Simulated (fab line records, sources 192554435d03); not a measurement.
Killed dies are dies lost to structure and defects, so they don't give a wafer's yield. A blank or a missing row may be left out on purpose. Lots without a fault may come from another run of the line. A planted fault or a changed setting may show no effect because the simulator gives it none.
A struck lot beside a sound one | flow n5_finfet | 14 steps out of a route of 1938
Sound: wafers L169.1, L169.3, L169.4. Struck: wafers L177.1, L177.4, L177.5. The cause comes at the end.
At each step with rows: each side's tool, then ch and its chambers, then its first start. Under that, the readings that differ: sound wafers | struck wafers | difference of the means | sigmas: that difference in standard deviations of wafers without a fault.
alike: readings whose means differ by less than 2 such deviations, and words and numbers that are the same on both sides. not compared: withheld readings, readings that some wafer has no value for, bounds like >300 that may hide the same value, and numbers for which the record gives no deviation and whose values overlap.
The two part at a step that has a row with sigmas, a row that says differs or no value, or rows on one side only. Numbers that don't overlap but have no deviation are shown without sigmas and don't part them. A reading that every wafer of one side lacks parts them only if that side has two wafers or more.

N5_BEOL_M14_CMP_49: polishes, stops on SiO2, t overpolish 5.2 s, target thk 560 nm.
  sound on cmp-02 ch 1,2,3, day 11 12:25; struck on cmp-01 ch 0,2,3, day 12 21:25
  alike: barrier_field_endpoint_s, clearing_platen_down_force_psi, edge_zone_pressure_frac, motor_current_A, overpolish_run_s, retaining_ring_pressure_frac, slurry_filter_dp_kPa, time_to_endpoint_s
N5_BEOL_M14_THK_MEAS_50: measures by xrf.
  sound on film_metro-01, day 11 12:43; struck on film_metro-01, day 12 21:41
  alike: M14_THK
then, 1 step without rows for these wafers: N5_BEOL_M14_PRE_CLEAN_52 (time 15 s).
N5_BEOL_M14_DEP_53: deposits SiCN from 3MS/NH3, target thk 50 nm, time 17.8 s.
  sound on pecvd-02 ch 0,2, day 11 12:47; struck on pecvd-03 ch 0,1,2, day 12 21:44
  alike: showerhead_plenum_p_Torr, throttle_valve_pct
N5_BEOL_M14_RS_MEAS_54: measures by four-point-probe.
  sound on film_metro-01, day 11 12:52; struck on film_metro-01, day 12 21:49
  alike: M14_RS
N5_BEOL_M14_INSPECT_55: inspects for defects (darkfield).
  sound on defect_inspect-02, day 11 12:54; struck on defect_inspect-01, day 12 21:50
  alike: raw_defect_count
N5_BEOL_M15_ILD_DEP_00: deposits SiO2 from TEOS/O2, target thk 1629.3 nm, time 346.1 s.
  sound on pecvd-04 ch 0,1, day 11 12:56; struck on pecvd-02 ch 0,1,2, day 12 21:52
  alike: heater_power_w, showerhead_plenum_p_Torr, throttle_valve_pct
N5_BEOL_M15_THK_MEAS_01:
  sound on film_metro-01, day 11 13:11; struck on film_metro-01, day 12 22:08
  alike: M15_ILD_THK
then, 4 steps without rows for these wafers: N5_BEOL_M15_COAT_58 (time 60 s, resist thk 89 nm); N5_BEOL_M15_COAT_04 (resist thk 800 nm); N5_BEOL_M15_EBR_06; N5_BEOL_M15_SOFTBAKE_05 (time 60 s).
N5_BEOL_M15_EXPOSE_07: exposes mask V14.
  sound on krf_scanner-01 ch 0, day 11 13:19; struck on krf_scanner-02, day 12 22:23
  no value came back on the struck wafers for exposure_dose_mJ_cm2, focus_offset_nm (nm); on the sound wafers exposure_dose_mJ_cm2 reads 41.29 41.29 41.28
  alike: mask
then, 1 step without rows for these wafers: N5_BEOL_M15_PEB_08 (peb time 90 s).

WHERE THEY PART
Only at N5_BEOL_M15_EXPOSE_07, within this record.

WHY: what the simulator had put in
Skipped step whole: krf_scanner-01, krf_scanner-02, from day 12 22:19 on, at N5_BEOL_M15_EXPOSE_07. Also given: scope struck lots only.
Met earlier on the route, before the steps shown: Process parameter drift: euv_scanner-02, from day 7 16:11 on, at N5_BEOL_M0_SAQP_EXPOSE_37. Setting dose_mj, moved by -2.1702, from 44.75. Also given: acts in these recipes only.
